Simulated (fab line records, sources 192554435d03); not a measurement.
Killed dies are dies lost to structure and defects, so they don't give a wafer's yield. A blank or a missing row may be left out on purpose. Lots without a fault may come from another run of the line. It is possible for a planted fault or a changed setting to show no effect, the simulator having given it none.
2 desks looking at one fault || flow n5 finfet || each desk holds nothing but its own numbers, with what lay behind them at the end

TOOL OWNER'S DESK, rie diel-06
The tool's own readings at N5_BEOL_M6_TRENCH_ETCH_37 (etches SiCOH lowk in C4F6/O2, target depth 94.435 nm, time 31.5 s): means of the sampled wafers that have a number, for each lot that ran on this tool. The brackets show how far a lot's mean lies from the usual mean; more than 4 standard deviations puts the lot out of limits, marked OUT.
Columns: A = drypump motor current A at N5_BEOL_M6_TRENCH_ETCH_37, usual 5.6 A; B = oes_ar_750_au at N5_BEOL_M6_TRENCH_ETCH_37, usual 0.79 a.u.; C = oes product au at N5_BEOL_M6_TRENCH_ETCH_37, usual 0.79 a.u.; D = rf fwd power W at N5_BEOL_M6_TRENCH_ETCH_37, usual 340.3 W; E = rf vpp V at N5_BEOL_M6_TRENCH_ETCH_37, usual 672 V; F = showerhead plenum p Torr at N5_BEOL_M6_TRENCH_ETCH_37, usual 2.86 Torr; G = throttle valve pct at N5_BEOL_M6_TRENCH_ETCH_37, usual 20.91 %
{"lot": "L208", "first seen here": "day 9 11:37", "A": 5.2, "B": 0.75, "C": 0.76, "D": 339.6, "E": 668, "F": 2.86, "G": 20.68}
{"lot": "L212", "first seen here": "day 10 07:34", "A": 5.9, "B": 0.80, "C": 0.81, "D": 338.9, "E": 664, "F": 2.91, "G": 21.02}
{"lot": "L222", "first seen here": "day 12 20:58", "A": 5.6, "B": 0.73, "C": 0.77, "D": "279.5 (-38) OUT", "E": "747 (+4.2) OUT", "F": 2.82, "G": 20.75}
{"lot": "L221", "first seen here": "day 13 03:40", "A": 5.8, "B": 0.73, "C": 0.78, "D": "276.9 (-40) OUT", "E": 729, "F": 2.92, "G": 21.03}
{"lot": "L228", "first seen here": "day 15 15:51", "A": 5.9, "B": 0.76, "C": 0.76, "D": 339.1, "E": 663, "F": 2.89, "G": 21.09}
{"lot": "L230", "first seen here": "day 15 17:34", "A": 5.4, "B": 0.80, "C": 0.81, "D": 341.2, "E": 682, "F": 2.74, "G": 20.66}
This desk finds L221, L222 out of limits, L222 being first, at day 12 20:58 (rf fwd power W at N5_BEOL_M6_TRENCH_ETCH_37). In limits: L208, L212, L228, L230.

METROLOGY DESK
Means of the sampled wafers that have a number, per lot and without regard to the tool the lot ran on: this is what the gauges read. The brackets show how far a lot's mean lies from the usual mean; more than 4 standard deviations puts the lot out of limits, marked OUT.
Columns: A = M6_OVL at N5_BEOL_M6_OVL_MEAS_12, usual 0.4 nm; B = trench depth nm at N5_BEOL_M6_OCD_MEAS_38, usual 95.0 nm; C = M6_THK at N5_BEOL_M6_THK_MEAS_53, usual 80.3 nm; D = M6_RS at N5_BEOL_M6_RS_MEAS_57, usual 0.285 ohm/sq
{"lot": "L208", "first seen here": "day 9 09:02", "A": 0.6, "B": 95.6, "C": 81.0, "D": 0.282}
{"lot": "L212", "first seen here": "day 10 03:15", "A": 0.1, "B": 95.2, "C": 80.4, "D": 0.283}
{"lot": "L222", "first seen here": "day 12 16:49", "A": -0.2, "B": "87.0 (-4.5) OUT", "C": 72.9, "D": "0.322 (+4.4) OUT"}
{"lot": "L219", "first seen here": "day 12 17:03", "A": 1.1, "B": 94.9, "C": 80.1, "D": 0.285}
{"lot": "L221", "first seen here": "day 13 01:29", "A": 0.3, "B": 88.3, "C": 74.4, "D": 0.311}
{"lot": "L226", "first seen here": "day 14 13:11", "A": 0.0, "B": 95.2, "C": 80.0, "D": 0.286}
{"lot": "L229", "first seen here": "day 15 12:35", "A": 0.0, "B": 93.9, "C": 80.4, "D": 0.286}
{"lot": "L228", "first seen here": "day 15 12:46", "A": 0.5, "B": 95.3, "C": 80.1, "D": 0.287}
{"lot": "L230", "first seen here": "day 15 16:04", "A": 0.5, "B": 94.5, "C": 80.2, "D": 0.283}
This desk finds L222 out of limits, L222 being first, at day 12 21:07 (trench depth nm at N5_BEOL_M6_OCD_MEAS_38). In limits: L208, L212, L219, L221, L226, L229, L228, L230.

PUT TOGETHER
The tool owner's desk could have raised an alarm at day 12 20:58, on L221, L222.
The metrology desk could have raised an alarm at day 12 21:07, on L222.
The metrology desk has L221 on record, within its limits.
Of the lots named, all ran N5_BEOL_M6_TRENCH_ETCH_37 on rie diel-06.

WHAT WAS PUT IN BY THE SIMULATOR
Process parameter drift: rie diel-06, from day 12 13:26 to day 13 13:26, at N5_BEOL_M6_TRENCH_ETCH_37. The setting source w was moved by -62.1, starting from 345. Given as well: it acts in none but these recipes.
Shown lots that were struck: L221, L222.
Delay (hours) between the fault's onset and each desk's first out-of-limits reading: 8 at the tool owner's desk, 8 at the metrology desk.
